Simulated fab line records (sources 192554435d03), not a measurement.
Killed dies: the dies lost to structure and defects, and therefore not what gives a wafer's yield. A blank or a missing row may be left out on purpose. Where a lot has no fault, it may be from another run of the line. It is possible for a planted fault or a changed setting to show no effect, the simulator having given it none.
fab line records	flow n5Finfet
[record] lots = 7	wafers = 39
route steps=1938 shown BEOL_M12@1602 PASSIVATION@1930
startH: the number of hours between the record's first day and the start of the first shown wafer of the lot	waitH: hours since the lot's step before	" same as the row above	L1.1+2: a row that stands for several wafers	- no value present, or no start provided	* or withheld: withheld	< > ~ a bound
route shown NAME@n: NAME is a module with steps in the file, n the number in the route of the first one	usual: the fault-free wafers' mean and standard deviation	same: alike in all rows	chamber/n: place in a boat	sites: each site's reading	_std_site: the values' standard deviation	_edge_site: mean of outer sites minus mean of inner sites	radiusMm: for every site, how far away it sits from the centre of the wafer	mask NAME#n: copy n	behind: the tool/chamber that last shaped the wafer	hold: the reason the lot was held/the length of the hold in hours/how it ended	device: transistor that didn't switch, given as n, p or np	end of line: the tests these same wafers got at the end of their route	step lacking rows: just its recipe	killed: dies lost to structure and defects at the first sort, not the wafer's yield	map: dies across one wafer; x = killed, . = not, _ = none there
set.NAME: the setting the step ran with; set.NAME@STEP: the setting that earlier step ran with	model.NAME: the simulator's own value behind a step, which no gauge read
lots where settings were altered on purpose, with a table for each step and a row for each wafer
[[steps]]
[step N5_BEOL_M12_ILD_DEP_00]
[recipe] material = SiOC	targetThkA = 6589.2	tempC = 350	precursor = DEMS/O2	pressureTorr = 5	rfW = 500	timeS = 130.7
lot.wafer	tool	chamber	startH	waitH	set.targetThkA	model.SiOC_of_BEOL_M12_ILD_DEP_00.thkNm
L078.1	pecvd-02	0	290.91	0.0	8830	877.8
L078.2	"	1	"	"	6589.2	653
L078.3	"	2	"	"	8830	882
L078.4	"	0	"	"	6589.2	671.4
L078.5	"	1	"	"	6589.2	674.8
L078.6	"	2	"	"	8830	889.6
L082.1	pecvd-03	0	298.67	0.0	6589.2	647.8
L082.2	"	1	"	"	8429	837
L082.3	"	2	"	"	8429	834.6
L082.4	"	2	"	"	6589.2	664.2
L082.5	"	0	"	"	6589.2	667.6
L082.6	"	1	"	"	8429	839.8
L081.1	pecvd-02	2	299.48	0.0	6589.2	657.6
L081.2	"	0	"	"	6589.2	650.6
L081.3	"	1	"	"	9855	982.8
L081.4	"	2	"	"	9855	1002
L081.5	"	0	"	"	6589.2	671.4
L081.6	"	1	"	"	9855	993.6
L083.1	pecvd-03	1	325.28	0.0	6589.2	648.4
L083.2	"	2	"	"	6589.2	649.4
L083.3	"	0	"	"	6589.2	653.2
L083.4	"	1	"	"	6589.2	662.6
L083.5	"	0	"	"	6589.2	656.4
L083.6	"	2	"	"	6589.2	656
L087.1	pecvd-04	1	356.14	0.0	6589.2	650.8
L087.2	"	0	"	"	6589.2	651.2
L087.5	"	1	"	"	6589.2	657.8
L090.1+2	pecvd-03	0,2	405.18	0.0	6589.2	659.6
L090.3	"	1	"	"	6589.2	658.6
L090.4	"	2	"	"	6589.2	668.8
L090.5	"	1	"	"	6589.2	666
L090.6	"	0	"	"	6589.2	674.8
L093.1	pecvd-02	2	414.86	0.0	6589.2	656.2
L093.2	"	0	"	"	4146	421.4
L093.3	"	1	"	"	6589.2	658.6
L093.4	"	1	"	"	4146	420
L093.5	"	2	"	"	6589.2	662.6
L093.6	"	0	"	"	4146	420.4
[step N5_BEOL_M12_THK_MEAS_01]
[recipe] reads = SiOC_of_BEOL_M12_ILD_DEP_00
[usual] M12_ILD_THK = 660/7.3
lot.wafer	tool	chamber	startH	waitH	set.targetThkA@BEOL_M12_ILD_DEP_00	M12_ILD_THK[nm]
L078.1	filmMetro-01	-	291.05	0.1	8830	877
L078.2	"	-	"	"	6589.2	653
L078.3	"	-	"	"	8830	883
L078.4	"	-	"	"	6589.2	672
L078.5	"	-	"	"	6589.2	675
L078.6	"	-	"	"	8830	889
L082.1	filmMetro-02	-	298.80	0.1	6589.2	648
L082.2	"	-	"	"	8429	837
L082.3	"	-	"	"	8429	834
L082.4	"	-	"	"	6589.2	664
L082.5	"	-	"	"	6589.2	668
L082.6	"	-	"	"	8429	840
L081.1	filmMetro-01	-	299.61	0.1	6589.2	657
L081.2	"	-	"	"	6589.2	651
L081.3	"	-	"	"	9855	983
L081.4	"	-	"	"	9855	1001
L081.5	"	-	"	"	6589.2	672
L081.6	"	-	"	"	9855	994
L083.1	filmMetro-02	-	325.41	0.1	6589.2	649
L083.2	"	-	"	"	6589.2	650
L083.3	"	-	"	"	6589.2	653
L083.4	"	-	"	"	6589.2	663
L083.5	"	-	"	"	6589.2	656
L083.6	"	-	"	"	6589.2	656
L087.1	filmMetro-01	-	356.28	0.1	6589.2	650
L087.2	"	-	"	"	6589.2	652
L087.5	"	-	"	"	6589.2	658
L090.1	filmMetro-02	-	405.31	0.1	6589.2	660
L090.2	"	-	"	"	6589.2	660
L090.3	"	-	"	"	6589.2	658
L090.4	"	-	"	"	6589.2	668
L090.5	"	-	"	"	6589.2	666
L090.6	"	-	"	"	6589.2	675
L093.1	filmMetro-01	-	415.00	0.1	6589.2	657
L093.2	"	-	"	"	4146	422
L093.3	"	-	"	"	6589.2	658
L093.4	"	-	"	"	4146	420
L093.5	"	-	"	"	6589.2	663
L093.6	"	-	"	"	4146	420
[step N5_BEOL_M12_COAT_58]
[recipe] resist = BARC	tempC = 205	timeS = 60	spinRpm = 1500	resistThkNm = 89
[step N5_BEOL_M12_COAT_04]
[recipe] spinRpm = 1625	resistThkNm = 400
[step N5_BEOL_M12_DESCUM_15]
[recipe] chemistry = O2	timeS = 7.9	sourcePowerW = 50	biasPowerW = 20	pressureMtorr = 20	rfFrequencyHz = 2.712e+07	tempC = 40	o2FlowSccm = 225
[step N5_BEOL_M12_ETCH_59]
[recipe] chemistry = N2/H2	target = BARC	targetDepthA = 890	overetchA = 267	timeS = 67.9	ionEnergyEv = 200	pressureMtorr = 30	sourceW = 840	biasW = 150	n2FlowSccm = 200	h2FlowSccm = 200
[step N5_BEOL_M12_VIA_ETCH_16]
[recipe] chemistry = C4F8/O2/Ar	target = SiOC	pressureMtorr = 30	sourceW = 3000	biasW = 700	Ar_flow_sccm = 400	C4F8_flow_sccm = 15	O2_flow_sccm = 8	heInnerTorr = 15	heOuterTorr = 30	targetDepthA = 7248	timeS = withheld	ionEnergyEv = 250	ends = cleared
lot.wafer	tool	chamber	startH	waitH	set.targetThkA@BEOL_M12_ILD_DEP_00	model.etch.depthNm	model.coat_of_BEOL_M12_COAT_04.thkNm
L078.1	rieDiel-05	3	291.74	0.0	8830	877.7	57.6
L078.2	"	1	"	"	6589.2	652.9	123.2
L078.3	"	0	"	"	8830	882	58
L078.4	"	2	"	"	6589.2	671.4	122.8
L078.5	"	1	"	"	6589.2	674.9	116.8
L078.6	"	0	"	"	8830	889.6	55.4
L082.1	rieDiel-06	3	299.28	0.0	6589.2	647.7	130.4
L082.2	"	1	"	"	8429	837	72
L082.3	"	0	"	"	8429	834.7	76
L082.4	"	0	"	"	6589.2	664.2	126.2
L082.5	"	1	"	"	6589.2	667.5	121.8
L082.6	"	3	"	"	8429	839.8	72.8
L081.1	rieDiel-05	1	300.08	0.0	6589.2	657.6	121.4
L081.2	"	2	"	"	6589.2	650.6	129.4
L081.3	"	3	"	"	9855	982.9	27.8
L081.4	"	3	"	"	9855	1002	21
L081.5	"	1	"	"	6589.2	671.5	116.4
L081.6	"	2	"	"	9855	993.5	27.4
L083.1	rieDiel-03	1	326.02	0.0	6589.2	648.4	126.2
L083.2	"	3	"	"	6589.2	649.4	126.6
L083.3	"	2	"	"	6589.2	653.2	124.6
L083.4	"	2	"	"	6589.2	662.7	122.6
L083.5	"	3	"	"	6589.2	656.3	124
L083.6	"	1	"	"	6589.2	655.9	124.8
L087.1	rieDiel-06	2	356.76	0.0	6589.2	650.8	125.8
L087.2	"	1	"	"	6589.2	651.2	124
L087.5	"	1	"	"	6589.2	657.7	123.8
L090.1	rieDiel-06	3	405.91	0.0	6589.2	659.5	121.8
L090.2	"	1	"	"	6589.2	659.5	122.2
L090.3	"	2	"	"	6589.2	658.5	121.2
L090.4	"	0	"	"	6589.2	668.9	118.4
L090.5	"	2	"	"	6589.2	665.9	118
L090.6	"	1	"	"	6589.2	674.9	117.6
L093.1	rieDiel-05	3	415.58	0.0	6589.2	656.2	126.4
L093.2	"	2	"	"	4146	421.5	192.4
L093.3	"	0	"	"	6589.2	658.6	124.2
L093.4	"	1	"	"	4146	419.9	194.4
L093.5	"	2	"	"	6589.2	662.6	122.4
L093.6	"	3	"	"	4146	420.4	194.4
[step N5_BEOL_M12_STRIP_63]
[recipe] chemistry = N2/H2	powerW = 1000	tempC = 250	h2Frac = 0.65	overashFraction = 0.3	pressureMtorr = 1000	n2FlowSccm = 1750	h2FlowSccm = 3250
[usual] oesProductAu = 0.693/0.0048	stripTimeToEndpointS = 42.5/0.71
lot.wafer	tool	chamber	startH	waitH	set.targetThkA@BEOL_M12_ILD_DEP_00	oesProductAu	stripTimeToEndpointS
L078.1	plasmaAsher-01	1	292.20	-	8830	0.670	23.9
L078.2	"	0	"	"	6589.2	0.694	42.6
L078.3	"	1	"	"	8830	0.665	24.1
L078.4	"	0	"	"	6589.2	0.694	42.4
L078.5	"	1	"	"	6589.2	0.695	40.8
L078.6	"	0	"	"	8830	0.662	23.3
L082.1	plasmaAsher-01	1	299.54	-	6589.2	0.695	44.5
L082.2	"	0	"	"	8429	0.686	28.3
L082.3	"	1	"	"	8429	0.674	29.4
L082.4	"	0	"	"	6589.2	0.693	43.3
L082.5	"	1	"	"	6589.2	0.692	42.2
L082.6	"	0	"	"	8429	0.674	28.5
L081.1	plasmaAsher-01	1	300.55	-	6589.2	0.693	42.0
L081.2	"	0	"	"	6589.2	0.701	44.2
L081.3	"	0	"	"	9855	0.641	14.3
L081.4	"	1	"	"	9855	0.584	11.9
L081.5	"	1	"	"	6589.2	0.693	40.7
L081.6	"	0	"	"	9855	0.631	14.2
L083.1	plasmaAsher-01	0	326.22	-	6589.2	0.700	43.3
L083.2	"	1	"	"	6589.2	0.696	43.5
L083.3	"	1	"	"	6589.2	0.698	42.9
L083.4	"	0	"	"	6589.2	0.691	42.4
L083.5	"	1	"	"	6589.2	0.697	42.8
L083.6	"	0	"	"	6589.2	0.706	43.0
L087.1	plasmaAsher-01	0	356.95	-	6589.2	0.693	43.2
L087.2	"	1	"	"	6589.2	0.694	42.7
L087.5	"	1	"	"	6589.2	0.690	42.7
L090.1	plasmaAsher-02	1	406.11	-	6589.2	0.688	42.2
L090.2	"	0	"	"	6589.2	0.692	42.3
L090.3	"	1	"	"	6589.2	0.691	42.0
L090.4	"	0	"	"	6589.2	0.698	41.2
L090.5	"	0	"	"	6589.2	0.691	41.1
L090.6	"	1	"	"	6589.2	0.684	41.0
L093.1	plasmaAsher-01	1	415.78	-	6589.2	0.693	43.4
L093.2	"	0	"	"	4146	0.757	60.7
L093.3	"	1	"	"	6589.2	0.691	42.8
L093.4	"	0	"	"	4146	0.769	61.2
L093.5	"	0	"	"	6589.2	0.690	42.3
L093.6	"	1	"	"	4146	0.762	61.2
[step N5_PASSIVATION_ETCH_54]
[recipe] chemistry = CHF3/O2	target = SiO2	targetDepthA = 8800	CHF3_flow_sccm = 50	O2_flow_sccm = 5	Ar_flow_sccm = 200	timeS = 440	maskMaterial = PR	pressureMtorr = 30	sourceW = 650	biasW = 170	ionEnergyEv = 200
lot.wafer	tool	chamber	startH	waitH	set.targetDepthA	model.PASSIVATION.featureDepthNm	model.etch.depthNm
L078.1	rieDiel-03	2	330.21	0.1	10720	1051	1051
L078.2	"	3	"	"	10720	1069	1069
L078.3	"	1	"	"	10720	1072	1072
L078.4	"	3	"	"	8800	873	872.9
L078.5	"	1	"	"	8800	874	874.1
L078.6	"	2	"	"	8800	868.2	868.2
L082.1	rieDiel-05	3	336.85	0.1	13250	1313	1313
L082.2	"	2	"	"	8800	850.4	850.5
L082.3	"	1	"	"	13250	1355	1355
L082.4	"	0	"	"	8800	863.2	863.2
L082.5	"	0	"	"	8800	862.4	862.4
L082.6	"	3	"	"	13250	1328	1328
L081.1	rieDiel-05	3	337.68	0.1	8800	879	878.9
L081.2	"	0	"	"	12670	1236	1236
L081.3	"	1	"	"	8800	895	895.1
L081.4	"	2	"	"	12670	1226	1226
L081.5	"	2	"	"	8800	852.2	852.2
L081.6	"	1	"	"	12670	1291	1291
L083.1	rieDiel-03	0	360.98	0.1	8800	864.6	864.6
L083.2	"	3	"	"	8800	876	876
L083.3	"	1	"	"	11720	1163	1163
L083.4	"	2	"	"	8800	865.8	865.7
L083.5	"	3	"	"	11720	1167	1167
L083.6	"	2	"	"	11720	1156	1156
L087.1	rieDiel-05	2	391.69	0.1	8800	887.2	887.3
L087.2	"	3	"	"	8800	869.4	869.4
L087.5	"	0	"	"	8800	865.2	865.3
L090.1	rieDiel-03	0	448.37	0.1	8800	867.8	867.9
L090.2	"	3	"	"	8800	877.6	877.7
L090.3	"	2	"	"	8800	866.8	866.7
L090.4	"	1	"	"	10260	1020	1020
L090.5	"	0	"	"	10260	1004	1004
L090.6	"	1	"	"	10260	1023	1023
L093.1	rieDiel-03	3	458.16	0.1	8800	877.4	877.3
L093.2	"	1	"	"	8800	867.2	867.3
L093.3	"	2	"	"	8800	858.2	858.2
L093.4	"	0	"	"	8800	859.4	859.4
L093.5	"	0	"	"	8800	863	863
L093.6	"	1	"	"	8800	869.6	869.6
[[key]]
[split] step = N5_BEOL_M12_ILD_DEP_00	setting = targetThkA	stated = 6589.2	by = wafer
[response] step = N5_BEOL_M12_ILD_DEP_00	reading = model.SiOC_of_BEOL_M12_ILD_DEP_00.thkNm	change = +6.53	per = 1%	r = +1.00
[response] step = N5_BEOL_M12_THK_MEAS_01	reading = M12_ILD_THK	change = +6.53	per = 1%	r = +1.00
[response] step = N5_BEOL_M12_VIA_ETCH_16	reading = model.etch.depthNm	change = +6.53	per = 1%	r = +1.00
[response] step = N5_BEOL_M12_VIA_ETCH_16	reading = model.coat_of_BEOL_M12_COAT_04.thkNm	change = -1.91	per = 1%	r = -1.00
[response] step = N5_BEOL_M12_STRIP_63	reading = oesProductAu	change = -0.00137	per = 1%	r = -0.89
[response] step = N5_BEOL_M12_STRIP_63	reading = stripTimeToEndpointS	change = *	per = 1%	r = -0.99
[split] step = N5_PASSIVATION_ETCH_54	setting = targetDepthA	stated = 8800	by = wafer
[response] step = N5_PASSIVATION_ETCH_54	reading = model.PASSIVATION.featureDepthNm	change = +8.95	per = 1%	r = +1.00
[response] step = N5_PASSIVATION_ETCH_54	reading = model.etch.depthNm	change = +8.95	per = 1%	r = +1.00
